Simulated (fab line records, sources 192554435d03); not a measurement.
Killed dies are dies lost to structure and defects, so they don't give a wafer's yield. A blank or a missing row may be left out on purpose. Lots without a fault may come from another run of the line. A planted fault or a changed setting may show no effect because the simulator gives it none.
fab line records | flow n5_finfet
record lots=8 wafers=24 last_day=17
route steps=1938 shown BEOL_M4@1111 BEOL_M9@1443 PASSIVATION@1936
lots that met no fault: from a run of the same line without faults
start_h: hours from the record's first day to the start of the lot's first wafer shown | wait_h: hours since the lot's step before | " the same as in the row above | L1.1+2: a row that stands for several wafers | - no value, or no start given | * or withheld: withheld | < > ~ a bound
route shown NAME@n: a module of which the file shows steps, and the number in the route of the first | usual: mean/standard deviation of fault-free wafers | same: alike in all rows | chamber/n: place in a boat | sites: the reading at each site | _std_site: their standard deviation | _edge_site: outer sites' mean less inner sites' | radius_mm: how far each site lies from the wafer's centre | mask NAME#n: copy n | behind: the tool/chamber that last shaped the wafer | hold: why the lot was held/for how many hours/how that ended | device: the transistor (n, p or np) that didn't switch | end of line: the same wafers' tests at the end of the route | a step without rows: its recipe alone | killed: dies lost to structure and defects at the first sort, not the wafer's yield | map: a wafer's dies, x killed, . not, _ none there
set.NAME: the setting as run; set.NAME@STEP: as run at that earlier step | model.NAME: the simulator's own value behind a step, which no gauge read
steps of the route over a sample of lots; a table a step, a row a wafer
services: from which hour (start_h, from the record's first day; less than 0 if before it) a tool's chamber was out of use, for how many hours, and why
## steps
# step N5_BEOL_M4_RC_MEAS_101
# usual DIBL_N=37.5/1.9 DIBL_P=37.3/2.4 IOFF_N=0.18/0.038 IOFF_P=0.23/0.045 ION_N=677/11 ION_P=464/8.1 SS_N=72.0/0.68 SS_P=73.5/0.77 VT_N=249/3.3 VT_P=-249/3.6
# columns lot.wafer tool chamber start_h wait_h DIBL_N[mV/V] DIBL_P[mV/V] IOFF_N[nA/um] IOFF_P[nA/um] ION_N[uA/um] ION_P[uA/um] SS_N[mV/dec] SS_P[mV/dec] VT_N[mV] VT_P[mV]
L993.1 prober-01 0 185.26 0.0 36.2 38.4 0.18 0.24 671 468 72.0 73.2 251 -247
L993.2 " 0 " " 34.6 33.9 0.15 0.17 667 461 72.0 72.3 252 -251
L993.5 " 0 " " 33.8 35.0 0.13 0.18 657 457 71.6 72.8 252 -252
L998.3 prober-01 0 219.90 0.3 39.1 39.1 0.18 0.25 665 463 73.1 74.1 252 -249
L998.5 " 0 " " 37.8 36.6 0.16 0.22 665 460 72.4 73.1 255 -247
L998.6 " 0 " " 36.3 35.3 0.14 0.19 666 456 71.7 72.8 255 -252
L999.3 prober-02 0 222.27 0.3 37.2 37.5 0.18 0.25 673 469 71.4 73.7 250 -247
L999.4 " 0 " " 37.7 37.4 0.19 0.24 674 467 72.3 74.2 252 -247
L999.6 " 0 " " 37.5 37.3 0.17 0.23 669 461 71.2 74.2 249 -249
L102.2 prober-02 0 243.34 0.2 41.0 43.1 0.25 0.32 676 464 73.2 75.0 247 -244
L102.3 " 0 " " 37.7 37.0 0.18 0.21 684 460 72.2 73.8 250 -250
L102.6 " 0 " " 39.6 40.5 0.24 0.28 684 470 73.1 74.4 241 -247
L106.2 prober-01 0 273.70 0.2 38.6 38.3 0.18 0.26 678 468 72.4 74.2 246 -246
L106.4 " 0 " " 42.1 41.9 0.27 0.32 703 473 73.1 75.1 244 -243
L106.6 " 0 " " 40.1 38.9 0.22 0.26 697 474 73.2 74.1 247 -249
L107.3 prober-01 0 275.87 0.7 37.7 40.0 0.19 0.29 687 478 71.9 74.0 248 -243
L107.4 " 0 " " 32.6 33.0 0.11 0.19 666 473 70.6 71.4 254 -249
L107.6 " 0 " " 38.4 40.1 0.21 0.32 680 476 71.7 73.3 246 -243
L112.2 prober-02 0 300.38 0.2 38.9 38.9 0.22 0.25 682 458 72.6 73.9 248 -249
L112.4 " 0 " " 36.0 36.7 0.15 0.21 675 466 71.9 72.7 249 -248
L112.5 " 0 " " 34.5 36.0 0.13 0.20 664 462 71.6 73.4 253 -250
L113.2 prober-02 0 307.99 0.2 41.6 42.9 0.28 0.37 705 480 72.5 75.0 243 -242
L113.5 " 0 " " 37.2 36.3 0.17 0.24 670 462 71.4 73.9 249 -245
L113.6 " 0 " " 38.0 37.6 0.17 0.23 670 462 72.1 73.2 251 -251
# step N5_BEOL_M9_VIA_ETCH_34
# recipe chemistry=C4F6/O2 target=SiCOH_lowk target_depth_a=1824 mask_material=SOC taper_deg=4 time_s=68.4 ion_energy_ev=250 pressure_mtorr=30 source_w=345 bias_w=185 Ar_flow_sccm=300 C4F6_flow_sccm=10 O2_flow_sccm=10
# usual bias_w=185.0/0.51 drypump_motor_current_A=5.90/0.3 oes_product_au=0.79/0.08 rf_vpp_V=661/21 showerhead_plenum_p_Torr=2.84/0.083 throttle_valve_pct=20.86/0.18
# columns lot.wafer tool chamber start_h wait_h bias_w drypump_motor_current_A oes_product_au rf_hours_counter_h rf_vpp_V showerhead_plenum_p_Torr throttle_valve_pct
L993.1 rie_diel-01 2 229.26 0.0 185.8 5.57 0.88 44 673 2.90 20.72
L993.2 " 3 " " 185.0 5.89 0.72 191 657 2.73 21.04
L993.5 " 1 " " 184.9 6.21 0.77 - 664 2.85 20.73
L999.3 rie_diel-05 3 258.00 0.0 184.0 6.12 0.71 204 678 2.89 20.79
L999.4 " 0 " " 185.0 5.54 0.72 220 705 2.80 21.01
L999.6 " 2 " " 184.4 5.72 0.83 - 625 2.78 20.77
L998.3 rie_diel-01 3 260.32 0.0 184.8 5.90 0.71 198 657 2.72 21.06
L998.5 " 0 " " 185.7 6.09 0.89 - 669 2.90 20.57
L998.6 " 3 " " 185.5 5.88 0.71 - 656 2.72 21.06
L102.2 rie_diel-02 1 284.12 0.0 184.7 6.55 0.69 202 650 2.82 21.06
L102.3 " 2 " " 185.3 6.12 0.90 26 659 2.99 20.63
L102.6 " 1 " " 184.1 6.56 0.69 - 649 2.82 21.08
L106.2 rie_diel-05 0 319.51 0.0 184.4 5.54 0.71 237 706 2.79 21.02
L106.4 " 1 " " 184.1 5.54 0.76 182 657 2.69 21.00
L106.6 " 3 " " 185.3 6.11 0.69 - 677 2.88 20.82
L107.3 rie_diel-01 3 321.42 0.0 184.9 5.88 0.70 214 657 2.72 21.09
L107.4 " 1 " " 184.9 6.22 0.75 169 665 2.83 20.78
L107.6 " 0 " " 185.3 6.09 0.85 - 670 2.89 20.60
L112.2 rie_diel-02 3 342.03 0.0 184.3 6.08 0.88 52 638 2.90 21.20
L112.4 " 1 " " 184.4 6.55 0.69 219 650 2.81 21.11
L112.5 " 2 " " 185.1 6.12 0.88 - 659 2.98 20.68
L113.2 rie_diel-05 0 345.33 0.0 184.8 5.55 0.72 245 703 2.79 21.02
L113.5 " 2 " " 186.0 5.72 0.81 - 628 2.76 20.77
L113.6 " 1 " " 184.9 5.52 0.75 - 655 2.69 21.01
# step N5_BEOL_M9_STRIP_36
# recipe chemistry=N2/H2 power_w=450 temp_c=40 pressure_mtorr=20 rf_frequency_hz=6e+07 overash_fraction=0.3 bias_power_w=7 h2_frac=0.5 n2_flow_sccm=200 h2_flow_sccm=200
# usual bias_power_w=7.004/0.02 drypump_motor_current_A=5.90/0.3 oes_product_au=0.79/0.08 power_w=450.2/1.4 rf_vpp_V=59.2/1.4 showerhead_plenum_p_Torr=2.55/0.086 throttle_valve_pct=23.76/0.25
# columns lot.wafer tool chamber start_h wait_h bias_power_w drypump_motor_current_A oes_product_au power_w rf_hours_counter_h rf_vpp_V showerhead_plenum_p_Torr throttle_valve_pct
L993.1 rie_diel-01 2 229.32 0.0 7.011 5.59 0.87 448.6 44 59.6 2.58 23.54
L993.2 " 3 " " 7.016 5.90 0.74 450.8 191 58.3 2.41 23.65
L993.5 " 1 " " 7.011 6.20 0.76 450.7 - 59.5 2.54 23.37
L999.3 rie_diel-05 3 258.06 0.0 7.006 6.11 0.73 451.0 204 59.3 2.61 23.77
L999.4 " 0 " " 6.987 5.54 0.75 448.8 220 59.2 2.52 23.88
L999.6 " 2 " " 7.032 5.75 0.86 450.2 - 59.1 2.46 23.82
L998.3 rie_diel-01 3 260.38 0.0 7.049 5.90 0.73 450.8 198 60.2 2.41 23.65
L998.5 " 0 " " 7.021 6.11 0.89 445.5 - 60.9 2.60 23.47
L998.6 " 3 " " 7.043 5.89 0.73 452.2 - 60.4 2.41 23.65
L102.2 rie_diel-02 1 284.19 0.0 6.998 6.56 0.70 448.0 202 59.0 2.52 23.76
L102.3 " 2 " " 6.993 6.09 0.92 448.5 26 59.6 2.73 24.09
L102.6 " 1 " " 6.971 6.56 0.70 447.9 - 60.0 2.52 23.77
L106.2 rie_diel-05 0 319.57 0.0 7.013 5.55 0.73 452.3 237 60.0 2.51 23.89
L106.4 " 1 " " 7.011 5.51 0.75 448.5 182 59.8 2.46 24.32
L106.6 " 3 " " 6.990 6.12 0.71 450.9 - 59.9 2.60 23.75
L107.3 rie_diel-01 3 321.48 0.0 7.002 5.91 0.71 451.5 214 58.3 2.40 23.66
L107.4 " 1 " " 7.009 6.24 0.75 449.9 169 60.2 2.53 23.40
L107.6 " 0 " " 6.982 6.12 0.86 451.4 - 56.2 2.59 23.54
L112.2 rie_diel-02 3 342.09 0.0 6.981 6.11 0.88 447.1 53 57.2 2.56 23.52
L112.4 " 1 " " 7.017 6.56 0.68 452.4 219 56.5 2.52 23.82
L112.5 " 2 " " 7.032 6.12 0.89 450.9 - 61.2 2.73 24.09
L113.2 rie_diel-05 0 345.40 0.0 7.025 5.54 0.71 450.6 245 61.1 2.51 23.91
L113.5 " 2 " " 7.003 5.71 0.79 450.2 - 59.6 2.45 23.86
L113.6 " 1 " " 6.998 5.50 0.76 450.6 - 59.8 2.45 24.36
# step N5_BEOL_M9_OCD_MEAS_38
# usual trench_depth_nm=152/3.4
# columns lot.wafer tool chamber start_h wait_h trench_depth_nm
L993.1 ocd-02 - 229.53 - 150
L993.2 " - " " 148
L993.5 " - " " 155
L999.3 ocd-01 - 258.28 - 150
L999.4 " - " " 151
L999.6 " - " " 151
L998.3 ocd-01 - 260.60 - 149
L998.5 " - " " 155
L998.6 " - " " 148
L102.2 ocd-01 - 284.40 - 147
L102.3 " - " " 154
L102.6 " - " " 145
L106.2 ocd-01 - 319.78 - 151
L106.4 " - " " 155
L106.6 " - " " 146
L107.3 ocd-01 - 321.70 - 149
L107.4 " - " " 156
L107.6 " - " " 157
L112.2 ocd-01 - 342.31 - 154
L112.4 " - " " 145
L112.5 " - " " 157
L113.2 ocd-01 - 345.61 - 151
L113.5 " - " " 149
L113.6 " - " " 159
# step N5_BEOL_M9_CMP_52
# recipe stop_on=SiCOH_lowk t_overpolish_s=7 down_force_psi=1 platen_rpm=50 clearing_platen_down_force_psi=1.5 clearing_platen_rpm=50 post_cmp_clean=cu_alkaline target_thk_nm=140 clearing_platen_pad_velocity_m_s=0.99484 pad_velocity_m_s=0.99484
# usual barrier_field_endpoint_s=28.7/0.88 clearing_platen_down_force_psi=1.5003/0.0029 motor_current_A=5.9/0.34 overpolish_run_s=7.000/0.0088 time_to_endpoint_s=66/3.8
# columns lot.wafer tool chamber start_h wait_h barrier_field_endpoint_s clearing_platen_down_force_psi motor_current_A overpolish_run_s time_to_endpoint_s
L993.1 cmp-02 3 234.23 0.3 28.6 1.5014 5.7 7.008 65
L993.2 " 1 " " 28.5 1.5043 5.6 6.996 63
L993.5 " 3 " " 28.9 1.5010 5.9 6.986 66
L999.3 cmp-03 0 261.48 0.2 28.4 1.4988 5.8 7.010 59
L999.4 " 1 " " 28.0 1.4969 5.5 6.999 60
L999.6 " 3 " " 28.5 1.4989 6.1 6.988 63
L998.3 cmp-02 1 265.64 0.3 26.9 1.5027 5.5 6.987 62
L998.6 " 2 " " 29.2 1.4984 6.2 7.001 71
L998.5 " 3 " " 28.4 1.5028 5.5 6.991 67
L102.3 cmp-03 1 286.91 0.2 27.8 1.4991 6.1 6.998 63
L102.2 " 2 " " 28.5 1.4933 6.0 6.994 68
L102.6 " 3 " " 28.7 1.5007 6.3 6.997 64
L106.4 cmp-03 1 322.51 0.2 - - - - -
L106.2 " 2 " " - - - - -
L106.6 " 1 " " - - - - -
L107.3 cmp-04 0 323.66 0.2 - - - - -
L107.4 " 1 " " - - - - -
L107.6 " 0 " " - - - - -
L112.4 cmp-03 1 346.06 0.2 29.3 1.4999 5.8 6.998 65
L112.2 " 0 " " 28.3 1.5038 5.7 6.998 65
L112.5 " 2 " " 29.4 1.5092 6.0 7.017 67
L113.2 cmp-03 0 347.49 0.3 28.0 1.5020 5.8 7.000 63
L113.5 " 2 " " 28.4 1.5002 5.6 7.001 66
L113.6 " 3 " " 29.2 1.5033 5.6 7.011 67
# step N5_BEOL_M9_THK_MEAS_53
# recipe thk_meas_gauge=xrf reads=Cu_of_BEOL_M9_ECD_50
# usual M9_THK=138/3.7
# columns lot.wafer tool chamber start_h wait_h M9_THK[nm]
L993.1 film_metro-01 - 234.53 - 136
L993.2 " - " " 133
L993.5 " - " " 141
L999.3 film_metro-02 - 261.74 - 133
L999.4 " - " " 135
L999.6 " - " " 136
L998.3 film_metro-02 - 265.82 - 133
L998.5 " - " " 139
L998.6 " - " " 134
L102.2 film_metro-02 - 287.13 - 134
L102.3 " - " " 140
L102.6 " - " " 132
L106.2 film_metro-02 - 322.81 0.2 307
L106.4 " - " " 309
L106.6 " - " " 305
L107.3 film_metro-02 - 323.95 0.3 310
L107.4 " - " " 304
L107.6 " - " " 312
L112.2 film_metro-01 - 346.36 - 138
L112.4 " - " " 131
L112.5 " - " " 143
L113.2 film_metro-01 - 347.71 - 136
L113.5 " - " " 136
L113.6 " - " " 145
# step N5_BEOL_M9_RS_MEAS_57
# recipe thk_meas_gauge=four-point-probe reads=Cu_of_BEOL_M9_ECD_50+Co_of_BEOL_M9_CVD_78+TaN_of_BEOL_M9_ALD_74
# usual M9_RS=0.150/0.0044
# columns lot.wafer tool chamber start_h wait_h M9_RS[ohm/sq]
L993.1 film_metro-01 - 234.67 0.1 0.152
L993.2 " - " " 0.156
L993.5 " - " " 0.146
L999.3 film_metro-01 - 261.88 0.1 0.156
L999.4 " - " " 0.153
L999.6 " - " " 0.152
L998.3 film_metro-01 - 265.96 0.1 0.156
L998.5 " - " " 0.147
L998.6 " - " " 0.154
L102.2 film_metro-02 - 287.26 0.1 0.155
L102.3 " - " " 0.148
L102.6 " - " " 0.157
L106.2 film_metro-01 - 322.94 0.1 0.061
L106.4 " - " " 0.061
L106.6 " - " " 0.061
L107.3 film_metro-01 - 324.09 0.1 0.060
L107.4 " - " " 0.061
L107.6 " - " " 0.060
L112.2 film_metro-01 - 346.49 0.1 0.149
L112.4 " - " " 0.158
L112.5 " - " " 0.144
L113.2 film_metro-01 - 347.84 0.1 0.152
L113.5 " - " " 0.153
L113.6 " - " " 0.141
# step N5_BEOL_M9_INSPECT_58
# recipe inspect_instrument=darkfield mode=post_dep
# usual raw_defect_count=73/25
# columns lot.wafer tool chamber start_h wait_h raw_defect_count
L993.1 defect_inspect-02 - 234.69 0.0 93
L993.2 " - " " 44
L993.5 " - " " 76
L999.3 defect_inspect-02 - 261.91 0.0 38
L999.4 " - " " 67
L999.6 " - " " 58
L998.3 defect_inspect-02 - 265.98 0.0 51
L998.5 " - " " 51
L998.6 " - " " 68
L102.2 defect_inspect-01 - 287.29 0.0 37
L102.3 " - " " 40
L102.6 " - " " 66
L106.2 defect_inspect-02 - 322.97 0.0 4308
L106.4 " - " " 4350
L106.6 " - " " 4344
L107.3 defect_inspect-01 - 324.11 0.0 4401
L107.4 " - " " 4371
L107.6 " - " " 4370
L112.2 defect_inspect-02 - 346.52 0.0 71
L112.4 " - " " 60
L112.5 " - " " 42
L113.2 defect_inspect-02 - 347.87 0.0 68
L113.5 " - " " 98
L113.6 " - " " 121
# step N5_PASSIVATION_PROBE_49
# usual defect_limited_yield=91.2/1.5 killed_at_M0_to_M3=31/10 killed_at_M4_up=15/5.9 killed_at_contacts=13/6 killed_at_front_end=41/11 killed_at_other=4/3.1 killed_dies=104/18 killed_on_rim=14/4.1 killed_open=68/13 killed_short=33/8.1 sort_bin_4_leakage=0.00/0.03 sort_bin_5_function=5.1/1.1 sort_bin_6_memory=3.2/0.69 sort_bin_8_speed=0.01/0.045 sort_n_pass=1076/18
# same gross_dies=1180 killed_at_back_side=0
# columns lot.wafer tool chamber start_h wait_h defect_limited_yield[%] killed_at_M0_to_M3 killed_at_M4_up killed_at_contacts killed_at_front_end killed_at_other killed_dies killed_on_rim killed_open killed_short sort_bin_4_leakage[%] sort_bin_5_function[%] sort_bin_6_memory[%] sort_bin_8_speed[%] sort_n_pass
L107.3 prober-01 - 379.16 0.1 0 37 1092 21 29 1 1180 152 71 34 0 5.2 3.5 0 0
L107.4 prober-01 - 379.21 0.2 0 28 1080 15 55 2 1180 152 73 36 0 5.3 3.9 0 0
L107.6 prober-01 - 379.31 0.3 0 40 1093 12 33 2 1180 152 74 22 0 5.1 3.0 0 0
L106.2 prober-01 - 379.41 0.1 0 32 1103 13 31 1 1180 152 73 23 0 4.7 3.1 0 0
L106.4 prober-01 - 379.51 0.2 0 37 1086 14 36 7 1180 152 74 29 0 5.1 3.6 0 0
L106.6 prober-01 - 379.61 0.3 0 27 1107 12 29 5 1180 152 68 18 0 4.6 2.7 0 0
# killed by level:class
L107.3 BEOL_M9:area_cmp=1075 MOL_CONTACT_COAG:geometric_particle:open=17 FIN_SAQP:geometric_particle:short=8 BEOL_M4:geometric_particle:open=8 BEOL_M2:geometric_particle:open=8 BEOL_M3:geometric_particle:open=7 BEOL_M5:geometric_particle:open=6 FIN_SAQP:geometric_particle:open=5
L107.4 BEOL_M9:area_cmp=1070 MOL_CONTACT_COAG:geometric_particle:open=12 FIN_SAQP:geometric_particle:open=11 STI_FIN_REVEAL:geometric_particle:open=11 BEOL_M0_SAQP:geometric_particle:short=10 FIN_SAQP:geometric_particle:short=6 STI_FIN_REVEAL:geometric_particle:short=6 DUMMY_GATE:geometric_particle:open=6
L107.6 BEOL_M9:area_cmp=1082 STI_FIN_REVEAL:geometric_particle:open=11 MOL_CONTACT_COAG:geometric_particle:open=10 BEOL_M2:geometric_particle:open=10 FIN_SAQP:geometric_particle:open=9 BEOL_M3:geometric_particle:open=8 BEOL_M0_SAQP:geometric_particle:open=6 BEOL_M1:geometric_particle:open=5
L106.2 BEOL_M9:area_cmp=1084 STI_FIN_REVEAL:geometric_particle:open=11 MOL_CONTACT_COAG:geometric_particle:open=11 BEOL_M3:geometric_particle:open=9 BEOL_M0_SAQP:geometric_particle:open=7 BEOL_M2:geometric_particle:short=7 BEOL_M4:geometric_particle:open=7 FIN_SAQP:geometric_particle:open=5
L106.4 BEOL_M9:area_cmp=1074 STI_FIN_REVEAL:geometric_particle:open=15 MOL_CONTACT_COAG:geometric_particle:open=12 BEOL_M2:geometric_particle:open=10 BEOL_M0_SAQP:geometric_particle:short=8 BEOL_M1:geometric_particle:open=6 FIN_SAQP:geometric_particle:open=5 BEOL_M3:geometric_particle:open=5
L106.6 BEOL_M9:area_cmp=1093 STI_FIN_REVEAL:geometric_particle:open=10 MOL_CONTACT_COAG:geometric_particle:open=10 BEOL_M3:geometric_particle:open=7 BEOL_M0_SAQP:geometric_particle:open=6 BEOL_M1:geometric_particle:open=6 BEOL_M2:geometric_particle:open=5 BEOL_M4:geometric_particle:open=4
## services
# columns tool chamber start_h hours kind
cmp-02 - 207.54 0.9 repair
cmp-02 - 224.50 9.2 repair
cmp-03 - 227.22 4.0 pm
rie_diel-02 1 230.86 7.7 repair
cmp-03 - 231.22 - consumable_replace:conditioner
cmp-03 - 231.22 - consumable_replace:pad
rie_diel-02 2 237.49 1.5 repair
cmp-04 - 238.70 5.5 pm
cmp-04 - 262.32 11.4 pm
rie_diel-01 - 271.14 0.8 repair
cmp-04 - 279.06 4.0 pm
cmp-04 - 283.06 - consumable_replace:conditioner
cmp-04 - 283.06 - consumable_replace:pad
cmp-02 - 301.07 2.4 repair
rie_diel-05 2 301.90 1.7 repair
cmp-02 - 321.04 6.1 pm
rie_diel-05 3 343.35 14.3 repair
rie_diel-01 3 345.53 1.9 repair
## key
first_sign step=N5_BEOL_M9_CMP_52 reading=tool_record direction=missing
effect step=N5_BEOL_M9_THK_MEAS_53 reading=M9_THK direction=up sigmas=46 usual=138 struck=308
effect step=N5_BEOL_M9_RS_MEAS_57 reading=M9_RS direction=down sigmas=20 usual=0.150 struck=0.061
effect step=N5_BEOL_M9_INSPECT_58 reading=raw_defect_count direction=up sigmas=99+ usual=73 struck=4357
effect step=N5_PASSIVATION_PROBE_49 reading=killed_at_M4_up direction=up sigmas=99+ usual=15 struck=1094
more_kills_born_at N5_BEOL_M9_CMP_52@cmp-03=3251 N5_BEOL_M9_CMP_52@cmp-04=3227
met_at N5_BEOL_M9_CMP_52
struck_lots L106,L107
later_rows_left_out L106.2,L106.4,L106.6,L107.3,L107.4,L107.6
not_acting_at N5_BEOL_M9_VIA_ETCH_34,N5_BEOL_M9_STRIP_36,N5_BEOL_M9_OCD_MEAS_38
onset_between 286.91 322.51
fault kind=skipped_step_whole tool=cmp-03,cmp-04 chamber=- onset_h=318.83 steps=N5_BEOL_M9_CMP_52 scope=struck_lots_only
# later_rows_left_out: the simulator's readings of these wafers behind a module that went badly wrong aren't trusted and aren't shown, but for the sort
